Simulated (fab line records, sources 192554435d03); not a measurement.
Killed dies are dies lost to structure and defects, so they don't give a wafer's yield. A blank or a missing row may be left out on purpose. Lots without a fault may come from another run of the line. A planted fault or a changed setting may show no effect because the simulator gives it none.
Problem report in the 8D (eight disciplines) form, filled by code | flow n5_finfet | the parts of the form that need people (team, actions taken, sign-off) are left out

1. THE PROBLEM
spin_speed_rpm at N5_WELL_APT_COAT_19 reads a mean of 1519.3 rpm on 6 wafers of 2 lots; wafers without a fault read 1357.0 rpm with a standard deviation of 0.98. That is +99 or more standard deviations from the usual mean.
The step: resist thk 950 nm.
First seen on wafer L783.3, day 5 03:01, on litho_track-03. The record holds 18 wafers of 6 lots with a number at this step. Rule for "out", or "out of limits": more than 4 standard deviations from the usual mean. The other wafers with a number count as sound.

2. WHAT IT IS AND WHAT IT IS NOT
question                    | is                     | is not
which readings at this step | spin_speed_rpm         | -
which lots                  | L783, L788             | L770, L780, L784, L792
which wafers of those lots  | all that have a number | -
read on which tools         | litho_track-03         | litho_track-01, litho_track-04
when                        | from day 5 03:01       | up to then (6 sound wafers); but 6 sound wafers of L784, L792 came after

3. SUSPECTS, AND WHAT RULES EACH OUT
Counting: a tool at a process step up to the reading stays a suspect if it ran every lot that is out and no sound lot after the first of them.
- litho_track-03 at N5_WELL_APT_COAT_19 (resist thk 950 nm): kept. It ran every lot that is out, first L783 (day 5 03:01), and no sound lot after that; its last sound lot up to then is L780 (day 4 09:13). Its own readings are out on those wafers: spin_speed_rpm.
Left after counting: litho_track-03 at N5_WELL_APT_COAT_19.

4. THE CAUSE (what the simulator had put in)
Process parameter drift: litho_track-03, from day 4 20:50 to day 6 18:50, at N5_WELL_APT_COAT_19. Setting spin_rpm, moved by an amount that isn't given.
Counting left only this tool.

5. THE CHAIN OF EFFECTS, in route order
Each row: a reading whose mean over the struck wafers that have a number lies more than 3 standard deviations from the usual. Only readings for which the record gives a usual standard deviation are gone through. hours: the time from each lot's start at the first step in this table that gives one to its start at this step, as a median over the lots. sigmas: the change in usual standard deviations.
hours | step                | reading        | usual      | on struck wafers | change | sigmas
0     | N5_WELL_APT_COAT_19 | spin_speed_rpm | 1357.0 rpm | 1519.3           | +162.3 | +99 or more
The process steps in it:
- N5_WELL_APT_COAT_19: resist thk 950 nm.
Later measuring or inspecting steps at which every struck wafer that the step has a row for has a number for every such reading, and none has moved that far: N5_WELL_APT_CD_MEAS_25, N5_WELL_APT_OVL_MEAS_26, N5_WELL_APT_INSPECT_27, N5_BEOL_M4_RC_MEAS_101.

6. WHAT WOULD HAVE CAUGHT IT SOONER
In this record the first reading out of limits was taken at day 5 03:01, 6 hours after the fault began at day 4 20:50.
